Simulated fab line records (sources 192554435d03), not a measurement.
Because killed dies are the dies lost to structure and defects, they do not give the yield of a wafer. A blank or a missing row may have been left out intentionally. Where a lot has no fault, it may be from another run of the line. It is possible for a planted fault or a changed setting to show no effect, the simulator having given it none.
fab line records + flow n5Finfet
record
- lots=6
- wafers=18
- lastDay=21
route steps=1938 shown BEOL_M8@1332
lots untouched by any fault: they come from a run of this same line in which no faults occurred
startH: hours from the record's first day to the start of the lot's first wafer shown + waitH: hours elapsed since this lot's preceding step + " unchanged from the row above + L1.1+2: a row that stands for several wafers + - value missing, or start not given + * or withheld: withheld + < > ~ a bound
route shown NAME@n: a module of which the file shows steps, and the number in the route of the first + usual: mean/standard deviation of fault-free wafers + same: alike in all rows + chamber/n: place in a boat + sites: each site's reading + _std_site: their standard deviation + _edge_site: the outer-site mean with the inner-site mean subtracted + radiusMm: for every site, how far away it sits from the centre of the wafer + mask NAME#n: copy n + behind: the most recent tool/chamber to have shaped the wafer + hold: the reason the lot was held/the length of the hold in hours/how it ended + device: the transistor (n, p or np) that didn't switch + end of line: the route-end tests of the same wafers + a step given without rows: its recipe and nothing more + killed: at the first sort, the dies lost to defects and structure; wafer yield is something else + map: a wafer's dies, marking killed ones x, the rest . and places with no die _
set.NAME: the setting that was run; set.NAME@STEP: the one run at that earlier step + model.NAME: the simulator's own value behind a step, which no gauge read
lots at selected steps of the route; one table per step, one row per wafer
services: from which hour (startH, from the record's first day; less than 0 if before it) a tool's chamber was out of use, for how many hours, and why
## steps
# step N5_BEOL_M8_ILD_DEP_00
# recipe
- material=SiCOH_lowk
- targetThkA=1797.5
- tempC=300
- precursor=DEMS/porogen
- pressureTorr=5
- rfW=500
- timeS=33.4
# usual
- heaterPowerW=290/40
- showerheadPlenumPTorr=5.731/0.013
- throttleValvePct=13.9/0.48
| lot.wafer | tool     | chamber | startH | waitH | heaterPowerW | showerheadPlenumPTorr | throttleValvePct |
|-----------|----------|---------|--------|-------|--------------|-----------------------|------------------|
| L312.1    | pecvd-02 | 1       | 346.48 | 0.0   | 269          | 5.739                 | 13.6             |
| L312.5    | "        | 0       | "      | "     | 361          | 5.735                 | 14.4             |
| L312.6    | "        | 1       | "      | "     | 270          | 5.740                 | 13.6             |
| L313.1    | pecvd-03 | 1       | 347.62 | 0.0   | 306          | 5.719                 | 14.4             |
| L313.2    | "        | 2       | "      | "     | 275          | 5.724                 | 13.0             |
| L313.3    | "        | 0       | "      | "     | 349          | 5.737                 | 14.4             |
| L316.1    | pecvd-02 | 0       | 378.20 | 0.0   | 332          | 5.743                 | 14.2             |
| L316.3    | "        | 2       | "      | "     | 260          | 5.717                 | 13.8             |
| L316.5    | "        | 0       | "      | "     | 334          | 5.743                 | 14.0             |
| L317.1    | pecvd-02 | 2       | 388.42 | 0.0   | 293          | 5.722                 | 13.5             |
| L317.3    | "        | 0       | "      | "     | 371          | 5.752                 | 14.2             |
| L317.4    | "        | 2       | "      | "     | 227          | 5.727                 | 13.9             |
| L320.4    | pecvd-03 | 2       | 407.41 | 0.1   | 294          | 5.732                 | 13.0             |
| L320.5    | "        | 0       | "      | "     | 346          | 5.731                 | 14.6             |
| L320.6    | "        | 1       | "      | "     | 287          | 5.721                 | 14.2             |
| L323.2    | pecvd-03 | 2       | 426.24 | 0.0   | 311          | 5.733                 | 13.1             |
| L323.3    | "        | 1       | "      | "     | 269          | 5.709                 | 14.3             |
| L323.4    | "        | 1       | "      | "     | 269          | 5.704                 | 14.2             |
# step N5_BEOL_M8_CURE_74
# recipe
- tempC=385
- timeS=240
- ambient=He/Ar
- material=SiCOH_lowk
# usual
- lampPowerPct=52.32/0.053
- wafer_temp_C_max=386.8/0.61
| lot.wafer | tool      | chamber | startH | waitH | lampPowerPct | wafer_temp_C_max |
|-----------|-----------|---------|--------|-------|--------------|------------------|
| L312.1    | uvCure-03 | 0       | 346.56 | 0.1   | 52.28        | 386.9            |
| L312.5    | "         | 0       | "      | "     | 52.19        | 386.5            |
| L312.6    | "         | 0       | "      | "     | 52.33        | 386.5            |
| L313.1    | uvCure-03 | 2       | 347.68 | 0.0   | 52.19        | 386.5            |
| L313.2    | "         | 2       | "      | "     | 52.31        | 386.7            |
| L313.3    | "         | 2       | "      | "     | 52.35        | 386.4            |
| L316.1    | uvCure-01 | 0       | 378.27 | 0.0   | 52.29        | 387.6            |
| L316.3    | "         | 0       | "      | "     | 52.33        | 386.9            |
| L316.5    | "         | 0       | "      | "     | 52.22        | 386.9            |
| L317.1    | uvCure-02 | 0       | 388.48 | 0.0   | 52.32        | 386.3            |
| L317.3    | "         | 0       | "      | "     | 52.37        | 386.3            |
| L317.4    | "         | 0       | "      | "     | 52.27        | 386.1            |
| L320.4    | uvCure-02 | 1       | 407.69 | 0.3   | 52.36        | 387.1            |
| L320.5    | "         | 1       | "      | "     | 52.39        | 386.6            |
| L320.6    | "         | 1       | "      | "     | 52.28        | 387.3            |
| L323.2    | uvCure-02 | 1       | 426.39 | 0.1   | 52.35        | 386.9            |
| L323.3    | "         | 1       | "      | "     | 52.29        | 386.8            |
| L323.4    | "         | 1       | "      | "     | 52.35        | 386.6            |
# step N5_BEOL_M8_THK_MEAS_01
# recipe
- reads=SiCOH_lowk_of_BEOL_M8_ILD_DEP_00
# usual
- M8_ILD_THK=155.0/1.9
| lot.wafer | tool         | chamber | startH | waitH | M8_ILD_THK[nm] |
|-----------|--------------|---------|--------|-------|----------------|
| L312.1    | filmMetro-01 | -       | 347.08 | 0.4   | 154.1          |
| L312.5    | "            | -       | "      | "     | 154.8          |
| L312.6    | "            | -       | "      | "     | 158.0          |
| L313.1    | filmMetro-01 | -       | 348.19 | 0.4   | 152.3          |
| L313.2    | "            | -       | "      | "     | 151.7          |
| L313.3    | "            | -       | "      | "     | 150.0          |
| L316.1    | filmMetro-01 | -       | 379.26 | 0.8   | 153.4          |
| L316.3    | "            | -       | "      | "     | 155.4          |
| L316.5    | "            | -       | "      | "     | 154.9          |
| L317.1    | filmMetro-01 | -       | 388.99 | 0.4   | 155.3          |
| L317.3    | "            | -       | "      | "     | 153.5          |
| L317.4    | "            | -       | "      | "     | 158.2          |
| L320.4    | filmMetro-02 | -       | 407.97 | 0.2   | 157.5          |
| L320.5    | "            | -       | "      | "     | 156.3          |
| L320.6    | "            | -       | "      | "     | 154.6          |
| L323.2    | filmMetro-02 | -       | 426.82 | 0.4   | 153.4          |
| L323.3    | "            | -       | "      | "     | 152.1          |
| L323.4    | "            | -       | "      | "     | 153.3          |
# step N5_BEOL_M8_PECVD_70
# recipe
- material=SiO2
- targetThkA=200
- tempC=400
- precursor=TEOS/O2
- pressureTorr=5.5
- rfW=450
- teosFlowSccm=53.8
- gas=O2
- flowSccm=3000
- timeS=22.7
# usual
- heaterPowerW=666/77
- showerheadPlenumPTorr=8.75/0.048
- throttleValvePct=22.3/0.69
| lot.wafer | tool     | chamber | startH | waitH | heaterPowerW | showerheadPlenumPTorr | throttleValvePct |
|-----------|----------|---------|--------|-------|--------------|-----------------------|------------------|
| L312.1    | pecvd-04 | 1       | 347.11 | 0.0   | 648          | 8.82                  | 21.8             |
| L312.5    | "        | 0       | "      | "     | 708          | 8.72                  | 23.1             |
| L312.6    | "        | 2       | "      | "     | 596          | 8.76                  | 22.7             |
| L313.1    | pecvd-02 | 0       | 348.23 | 0.0   | 825          | 8.80                  | 22.8             |
| L313.2    | "        | 1       | "      | "     | 572          | 8.79                  | 21.9             |
| L313.3    | "        | 0       | "      | "     | 669          | 8.80                  | 23.0             |
| L316.1    | pecvd-02 | 1       | 379.30 | 0.0   | 628          | 8.76                  | 21.8             |
| L316.3    | "        | 0       | "      | "     | 824          | 8.82                  | 22.7             |
| L316.5    | "        | 0       | "      | "     | 840          | 8.78                  | 22.9             |
| L317.1    | pecvd-02 | 0       | 389.03 | 0.0   | 819          | 8.80                  | 23.0             |
| L317.3    | "        | 2       | "      | "     | 631          | 8.72                  | 22.2             |
| L317.4    | "        | 0       | "      | "     | 827          | 8.80                  | 22.8             |
| L320.4    | pecvd-02 | 1       | 408.02 | 0.1   | 668          | 8.78                  | 21.5             |
| L320.5    | "        | 0       | "      | "     | 795          | 8.78                  | 22.9             |
| L320.6    | "        | 2       | "      | "     | 647          | 8.71                  | 22.1             |
| L323.2    | pecvd-04 | 0       | 426.86 | 0.0   | 623          | 8.70                  | 22.8             |
| L323.3    | "        | 1       | "      | "     | 631          | 8.82                  | 21.7             |
| L323.4    | "        | 0       | "      | "     | 626          | 8.71                  | 23.0             |
# step N5_BEOL_M8_HM_DEP_02
# recipe
- material=TiN
- targetThkA=200
- tempC=25
- chamberPressurePa=0.49996
# usual
- throttleValvePct=29.4/1
| lot.wafer | tool          | chamber | startH | waitH | throttleValvePct |
|-----------|---------------|---------|--------|-------|------------------|
| L312.1    | pvdSputter-02 | -       | 349.06 | 1.9   | 30.9             |
| L312.5    | "             | -       | "      | "     | 30.2             |
| L312.6    | "             | -       | "      | "     | 28.9             |
| L313.1    | pvdSputter-03 | -       | 349.34 | 1.1   | 28.5             |
| L313.2    | "             | -       | "      | "     | 29.3             |
| L313.3    | "             | -       | "      | "     | 28.0             |
| L316.1    | pvdSputter-03 | -       | 379.65 | 0.3   | 28.3             |
| L316.3    | "             | -       | "      | "     | 28.9             |
| L316.5    | "             | -       | "      | "     | 29.1             |
| L317.1    | pvdSputter-01 | -       | 390.00 | 1.0   | 29.4             |
| L317.3    | "             | -       | "      | "     | 29.9             |
| L317.4    | "             | -       | "      | "     | 31.6             |
| L320.4    | pvdSputter-01 | -       | 409.12 | 1.1   | 28.6             |
| L320.5    | "             | -       | "      | "     | 29.5             |
| L320.6    | "             | -       | "      | "     | 31.3             |
| L323.2    | pvdSputter-03 | -       | 428.03 | 1.2   | 29.2             |
| L323.3    | "             | -       | "      | "     | 27.9             |
| L323.4    | "             | -       | "      | "     | 28.7             |
# step N5_BEOL_M8_COAT_59
# recipe
- resist=SOC
- tempC=250
- timeS=60
- spinRpm=1500
- resistThkNm=100
# step N5_BEOL_M8_COAT_60
# recipe
- resist=SiARC
- tempC=220
- timeS=60
- spinRpm=1500
- resistThkNm=35
# step N5_BEOL_M8_COAT_05
# recipe
- resist=CAR-ArF
- spinRpm=1500
- resistThkNm=90
# step N5_BEOL_M8_EBR_07
# recipe
- solvent=PGMEA
- ebrWidthMm=1.5
# step N5_BEOL_M8_SOFTBAKE_06
# recipe
- tempC=110
- timeS=60
- resist=CAR-ArF
# step N5_BEOL_M8_EXPOSE_08
# recipe
- maskId=M8
- na=1.35
- sourceShape=dipole
- sigmaInner=0.817
- sigmaOuter=0.97
- polarization=te
- doseMj=68.25
# step N5_BEOL_M8_PEB_09
# recipe
- pebTempC=withheld
- pebTimeS=60
- resist=CAR-ArF
# step N5_BEOL_M8_DEVELOP_10
# recipe
- developTimeS=30
- developer=TMAH
- resist=CAR-ArF
- rinseLiquid=diw
- dry=airSpin
- devTempC=23
# usual
- chillPlateTempC=23.00/0.098
- developTimeS=30/0
| lot.wafer | tool          | chamber | startH | waitH | chillPlateTempC | developTimeS | model.CAR-ArF_of_BEOL_M8_COAT_05.thkNm |
|-----------|---------------|---------|--------|-------|-----------------|--------------|----------------------------------------|
| L312.1    | lithoTrack-04 | -       | 349.37 | -     | -               | -            | 90.4                                   |
| L312.5    | "             | -       | "      | "     | -               | -            | 90                                     |
| L312.6    | "             | -       | "      | "     | -               | -            | 90.6                                   |
| L313.1    | lithoTrack-03 | -       | 349.78 | -     | -               | -            | 90.2                                   |
| L313.2    | "             | -       | "      | "     | -               | -            | 90.2                                   |
| L313.3    | "             | -       | "      | "     | -               | -            | 90.4                                   |
| L316.1    | lithoTrack-01 | 0       | 380.10 | -     | 23.04           | 30           | 88.6                                   |
| L316.3    | "             | 0       | "      | "     | 22.92           | 30           | 88.4                                   |
| L316.5    | "             | 0       | "      | "     | 22.97           | 30           | 88.2                                   |
| L317.1    | lithoTrack-04 | 0       | 390.44 | -     | 23.12           | 30           | 88.4                                   |
| L317.3    | "             | 0       | "      | "     | 23.04           | 30           | 88.4                                   |
| L317.4    | "             | 0       | "      | "     | 22.96           | 30           | 88.6                                   |
| L320.4    | lithoTrack-04 | 0       | 409.56 | -     | 22.95           | 30           | 88.2                                   |
| L320.5    | "             | 0       | "      | "     | 22.94           | 30           | 88.4                                   |
| L320.6    | "             | 0       | "      | "     | 23.03           | 30           | 88.2                                   |
| L323.2    | lithoTrack-04 | 0       | 428.47 | -     | 22.99           | 30           | 88.2                                   |
| L323.3    | "             | 0       | "      | "     | 23.06           | 30           | 88.4                                   |
| L323.4    | "             | 0       | "      | "     | 23.22           | 30           | 88.4                                   |
# step N5_BEOL_M8_CD_MEAS_11
# recipe
- targetCdNm=38.5
- landingEnergyEv=500
- detector=seInlens
- polarity=opening
# usual
- cdNm=38.5/0.44
| lot.wafer | tool     | chamber | startH | waitH | cdNm |
|-----------|----------|---------|--------|-------|------|
| L312.1    | cdSem-01 | 0       | 349.43 | -     | -    |
| L312.5    | "        | 0       | "      | "     | -    |
| L312.6    | "        | 0       | "      | "     | -    |
| L313.1    | cdSem-01 | 0       | 349.83 | -     | -    |
| L313.2    | "        | 0       | "      | "     | -    |
| L313.3    | "        | 0       | "      | "     | -    |
| L316.1    | cdSem-03 | 0       | 380.16 | -     | 39.1 |
| L316.3    | "        | 0       | "      | "     | 38.7 |
| L316.5    | "        | 0       | "      | "     | 39.0 |
| L317.1    | cdSem-03 | 0       | 390.50 | -     | 38.4 |
| L317.3    | "        | 0       | "      | "     | 38.9 |
| L317.4    | "        | 0       | "      | "     | 38.5 |
| L320.4    | cdSem-01 | 0       | 409.62 | -     | 38.3 |
| L320.5    | "        | 0       | "      | "     | 38.4 |
| L320.6    | "        | 0       | "      | "     | 38.6 |
| L323.2    | cdSem-01 | 0       | 428.53 | -     | 38.2 |
| L323.3    | "        | 0       | "      | "     | 38.4 |
| L323.4    | "        | 0       | "      | "     | 38.1 |
## services
| tool          | chamber | startH | hours | kind                     |
|---------------|---------|--------|-------|--------------------------|
| uvCure-02     | -       | 336.41 | 4.5   | pm                       |
| pecvd-02      | 2       | 337.97 | 16.0  | repair                   |
| pecvd-04      | -       | 343.78 | 0.7   | repair                   |
| pecvd-02      | 1       | 350.57 | 5.5   | scheduledDown            |
| pecvd-02      | 2       | 355.96 | 3.8   | repair                   |
| lithoTrack-04 | -       | 360.56 | -     | consumableReplace:filter |
| pvdSputter-03 | -       | 368.86 | 6.0   | repair                   |
| uvCure-03     | -       | 410.41 | 0.9   | repair                   |
| pecvd-04      | 1       | 411.59 | 7.1   | repair                   |
| pecvd-03      | 1       | 415.22 | 2.1   | scheduledDown            |
| pecvd-03      | 0       | 418.93 | 5.5   | scheduledDown            |
| uvCure-03     | -       | 422.91 | 14.6  | pm                       |
## key
firstSign
- step=N5_BEOL_M8_DEVELOP_10
- reading=toolRecord
- direction=missing
effect none on later readings
modelEffect
- step=N5_BEOL_M8_DEVELOP_10
- value=CAR-ArF_of_BEOL_M8_COAT_05.thkNm
- without=88.57
- struck=90.3
metAt N5_BEOL_M8_DEVELOP_10
struckWafers L312.1,L312.5,L312.6,L313.1,L313.2,L313.3
laterRowsLeftOut L312.1,L312.5,L312.6,L313.1,L313.2,L313.3
sortLeftOut L312.1,L312.5,L312.6,L313.1,L313.2,L313.3
fault
- kind=skippedStepWhole
- tool=lithoTrack-03,lithoTrack-04
- chamber=-
- onsetH=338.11
- steps=N5_BEOL_M8_DEVELOP_10
- scope=struckLotsOnly
# sortLeftOut: the simulated sort isn't trusted on such a fault, so these wafers' sort isn't shown, and their yield isn't known
# laterRowsLeftOut: the simulator's readings of these wafers behind a module that went badly wrong aren't trusted and aren't shown, but for the sort
